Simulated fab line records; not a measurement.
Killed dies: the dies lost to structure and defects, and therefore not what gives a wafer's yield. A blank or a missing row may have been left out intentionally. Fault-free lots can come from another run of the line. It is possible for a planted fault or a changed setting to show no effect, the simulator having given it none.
Matching of chambers || flow nandHarc || 4 sister chambers for NHARC_P_BONDPAD_STRIP_15 on rieDiel-05
The step strips in O2. 36 wafers are shown with their chamber, then 12 later ones without.

== WAFERS, EACH WITH ITS CHAMBER ==
{"wafer": "L074.2", "chamber": 2, "drypumpMotorCurrentA (A)": 5.0, "showerheadPlenumPTorr (Torr)": 3.56, "oesProductAu (a.u.)": 1.010}
{"wafer": "L074.5", "chamber": 1, "drypumpMotorCurrentA (A)": 6.6, "showerheadPlenumPTorr (Torr)": 3.76, "oesProductAu (a.u.)": 1.003}
{"wafer": "L074.6", "chamber": 2, "drypumpMotorCurrentA (A)": 5.0, "showerheadPlenumPTorr (Torr)": 3.56, "oesProductAu (a.u.)": 1.009}
{"wafer": "L075.1", "chamber": 0, "drypumpMotorCurrentA (A)": 6.2, "showerheadPlenumPTorr (Torr)": 3.66, "oesProductAu (a.u.)": 0.996}
{"wafer": "L075.5", "chamber": 1, "drypumpMotorCurrentA (A)": 6.6, "showerheadPlenumPTorr (Torr)": 3.76, "oesProductAu (a.u.)": 1.018}
{"wafer": "L075.6", "chamber": 0, "drypumpMotorCurrentA (A)": 6.2, "showerheadPlenumPTorr (Torr)": 3.66, "oesProductAu (a.u.)": 0.993}
{"wafer": "L077.2", "chamber": 1, "drypumpMotorCurrentA (A)": 6.6, "showerheadPlenumPTorr (Torr)": 3.75, "oesProductAu (a.u.)": 1.010}
{"wafer": "L077.3", "chamber": 0, "drypumpMotorCurrentA (A)": 6.2, "showerheadPlenumPTorr (Torr)": 3.66, "oesProductAu (a.u.)": 0.992}
{"wafer": "L077.5", "chamber": 3, "drypumpMotorCurrentA (A)": 5.7, "showerheadPlenumPTorr (Torr)": 3.63, "oesProductAu (a.u.)": 1.020}
{"wafer": "L078.1", "chamber": 1, "drypumpMotorCurrentA (A)": 6.6, "showerheadPlenumPTorr (Torr)": 3.75, "oesProductAu (a.u.)": 1.007}
{"wafer": "L078.5", "chamber": 0, "drypumpMotorCurrentA (A)": 6.2, "showerheadPlenumPTorr (Torr)": 3.66, "oesProductAu (a.u.)": 0.998}
{"wafer": "L078.6", "chamber": 1, "drypumpMotorCurrentA (A)": 6.6, "showerheadPlenumPTorr (Torr)": 3.75, "oesProductAu (a.u.)": 1.007}
{"wafer": "L076.2", "chamber": 1, "drypumpMotorCurrentA (A)": 6.6, "showerheadPlenumPTorr (Torr)": 3.75, "oesProductAu (a.u.)": 0.999}
{"wafer": "L076.4", "chamber": 0, "drypumpMotorCurrentA (A)": 6.2, "showerheadPlenumPTorr (Torr)": 3.66, "oesProductAu (a.u.)": 0.999}
{"wafer": "L076.6", "chamber": 0, "drypumpMotorCurrentA (A)": 6.2, "showerheadPlenumPTorr (Torr)": 3.66, "oesProductAu (a.u.)": 0.989}
{"wafer": "L082.1", "chamber": 1, "drypumpMotorCurrentA (A)": 6.6, "showerheadPlenumPTorr (Torr)": 3.75, "oesProductAu (a.u.)": 0.994}
{"wafer": "L082.4", "chamber": 3, "drypumpMotorCurrentA (A)": 5.7, "showerheadPlenumPTorr (Torr)": 3.63, "oesProductAu (a.u.)": 1.003}
{"wafer": "L082.6", "chamber": 1, "drypumpMotorCurrentA (A)": 6.6, "showerheadPlenumPTorr (Torr)": 3.75, "oesProductAu (a.u.)": 0.990}
{"wafer": "L081.1", "chamber": 0, "drypumpMotorCurrentA (A)": 6.2, "showerheadPlenumPTorr (Torr)": 3.66, "oesProductAu (a.u.)": 0.992}
{"wafer": "L081.4", "chamber": 3, "drypumpMotorCurrentA (A)": 5.6, "showerheadPlenumPTorr (Torr)": 3.63, "oesProductAu (a.u.)": 1.006}
{"wafer": "L081.6", "chamber": 2, "drypumpMotorCurrentA (A)": 5.0, "showerheadPlenumPTorr (Torr)": 3.56, "oesProductAu (a.u.)": 1.017}
{"wafer": "L083.1", "chamber": 3, "drypumpMotorCurrentA (A)": 5.7, "showerheadPlenumPTorr (Torr)": 3.63, "oesProductAu (a.u.)": 1.008}
{"wafer": "L083.2", "chamber": 0, "drypumpMotorCurrentA (A)": 6.2, "showerheadPlenumPTorr (Torr)": 3.66, "oesProductAu (a.u.)": 0.990}
{"wafer": "L083.5", "chamber": 1, "drypumpMotorCurrentA (A)": 6.6, "showerheadPlenumPTorr (Torr)": 3.75, "oesProductAu (a.u.)": 0.993}
{"wafer": "L084.2", "chamber": 2, "drypumpMotorCurrentA (A)": 5.0, "showerheadPlenumPTorr (Torr)": 3.56, "oesProductAu (a.u.)": 1.018}
{"wafer": "L084.3", "chamber": 1, "drypumpMotorCurrentA (A)": 6.6, "showerheadPlenumPTorr (Torr)": 3.75, "oesProductAu (a.u.)": 0.993}
{"wafer": "L084.5", "chamber": 1, "drypumpMotorCurrentA (A)": 6.6, "showerheadPlenumPTorr (Torr)": 3.75, "oesProductAu (a.u.)": 0.996}
{"wafer": "L087.3", "chamber": 2, "drypumpMotorCurrentA (A)": 5.0, "showerheadPlenumPTorr (Torr)": 3.56, "oesProductAu (a.u.)": 1.017}
{"wafer": "L087.5", "chamber": 1, "drypumpMotorCurrentA (A)": 6.6, "showerheadPlenumPTorr (Torr)": 3.75, "oesProductAu (a.u.)": 1.005}
{"wafer": "L087.6", "chamber": 2, "drypumpMotorCurrentA (A)": 5.0, "showerheadPlenumPTorr (Torr)": 3.56, "oesProductAu (a.u.)": 1.007}
{"wafer": "L090.1", "chamber": 3, "drypumpMotorCurrentA (A)": 5.7, "showerheadPlenumPTorr (Torr)": 3.63, "oesProductAu (a.u.)": 1.003}
{"wafer": "L090.3", "chamber": 2, "drypumpMotorCurrentA (A)": 5.0, "showerheadPlenumPTorr (Torr)": 3.55, "oesProductAu (a.u.)": 1.015}
{"wafer": "L090.6", "chamber": 3, "drypumpMotorCurrentA (A)": 5.7, "showerheadPlenumPTorr (Torr)": 3.63, "oesProductAu (a.u.)": 0.998}
{"wafer": "L091.1", "chamber": 2, "drypumpMotorCurrentA (A)": 5.0, "showerheadPlenumPTorr (Torr)": 3.55, "oesProductAu (a.u.)": 1.005}
{"wafer": "L091.5", "chamber": 1, "drypumpMotorCurrentA (A)": 6.6, "showerheadPlenumPTorr (Torr)": 3.75, "oesProductAu (a.u.)": 0.991}
{"wafer": "L091.6", "chamber": 2, "drypumpMotorCurrentA (A)": 5.0, "showerheadPlenumPTorr (Torr)": 3.55, "oesProductAu (a.u.)": 1.005}

SIGNATURES, as means of the wafers listed above
{"reading": "drypumpMotorCurrentA", "chamber 0": 6.200, "chamber 1": 6.600, "chamber 2": 5.000, "chamber 3": 5.683, "scatter within a chamber": 0.0161}
{"reading": "showerheadPlenumPTorr", "chamber 0": 3.6600, "chamber 1": 3.7515, "chamber 2": 3.5567, "chamber 3": 3.6300, "scatter within a chamber": 0.0034}
{"reading": "oesProductAu", "chamber 0": 0.99362, "chamber 1": 1.00046, "chamber 2": 1.01144, "chamber 3": 1.00633, "scatter within a chamber": 0.00682}
Rule: for each reading, subtract the chamber's mean from the wafer's reading, divide by that reading's scatter and square the result; add these up over the readings and take the root, which gives the wafer's distance from the chamber. If the next closest chamber is less than 2 further off than the closest, the wafer can't be placed; otherwise it belongs to the closest. The scatter: the root of (the sum of the squares of (reading less its chamber's mean) over the shown wafers, divided by (wafers less chambers)).

== WAFERS WITH NO CHAMBER GIVEN ==
{"wafer": "L092.1", "drypumpMotorCurrentA (A)": 5.6, "showerheadPlenumPTorr (Torr)": 3.63, "oesProductAu (a.u.)": 0.989}
{"wafer": "L092.2", "drypumpMotorCurrentA (A)": 5.0, "showerheadPlenumPTorr (Torr)": 3.55, "oesProductAu (a.u.)": 1.004}
{"wafer": "L092.4", "drypumpMotorCurrentA (A)": 5.0, "showerheadPlenumPTorr (Torr)": 3.55, "oesProductAu (a.u.)": 1.002}
{"wafer": "L093.1", "drypumpMotorCurrentA (A)": 6.6, "showerheadPlenumPTorr (Torr)": 3.75, "oesProductAu (a.u.)": 0.994}
{"wafer": "L093.3", "drypumpMotorCurrentA (A)": 5.0, "showerheadPlenumPTorr (Torr)": 3.55, "oesProductAu (a.u.)": 1.000}
{"wafer": "L093.4", "drypumpMotorCurrentA (A)": 6.2, "showerheadPlenumPTorr (Torr)": 3.65, "oesProductAu (a.u.)": 0.994}
{"wafer": "L095.1", "drypumpMotorCurrentA (A)": 6.6, "showerheadPlenumPTorr (Torr)": 3.75, "oesProductAu (a.u.)": 0.987}
{"wafer": "L095.2", "drypumpMotorCurrentA (A)": 5.7, "showerheadPlenumPTorr (Torr)": 3.62, "oesProductAu (a.u.)": 0.995}
{"wafer": "L095.3", "drypumpMotorCurrentA (A)": 5.0, "showerheadPlenumPTorr (Torr)": 3.55, "oesProductAu (a.u.)": 0.993}
{"wafer": "L096.2", "drypumpMotorCurrentA (A)": 5.0, "showerheadPlenumPTorr (Torr)": 3.55, "oesProductAu (a.u.)": 1.000}
{"wafer": "L096.4", "drypumpMotorCurrentA (A)": 5.0, "showerheadPlenumPTorr (Torr)": 3.55, "oesProductAu (a.u.)": 1.003}
{"wafer": "L096.6", "drypumpMotorCurrentA (A)": 6.6, "showerheadPlenumPTorr (Torr)": 3.75, "oesProductAu (a.u.)": 0.996}

== CHAMBER TAKEN BY EACH ==
{"wafer": "L092.1", "from the rows above": 3, "in truth": 3}
{"wafer": "L092.2", "from the rows above": 2, "in truth": 2}
{"wafer": "L092.4", "from the rows above": 2, "in truth": 2}
{"wafer": "L093.1", "from the rows above": 1, "in truth": 1}
{"wafer": "L093.3", "from the rows above": 2, "in truth": 2}
{"wafer": "L093.4", "from the rows above": 0, "in truth": 0}
{"wafer": "L095.1", "from the rows above": 1, "in truth": 1}
{"wafer": "L095.2", "from the rows above": 3, "in truth": 3}
{"wafer": "L095.3", "from the rows above": 2, "in truth": 2}
{"wafer": "L096.2", "from the rows above": 2, "in truth": 2}
{"wafer": "L096.4", "from the rows above": 2, "in truth": 2}
{"wafer": "L096.6", "from the rows above": 1, "in truth": 1}
Placed correctly: 12 of 12. Number that these rows cannot place: 0. Wrongly placed: 0.
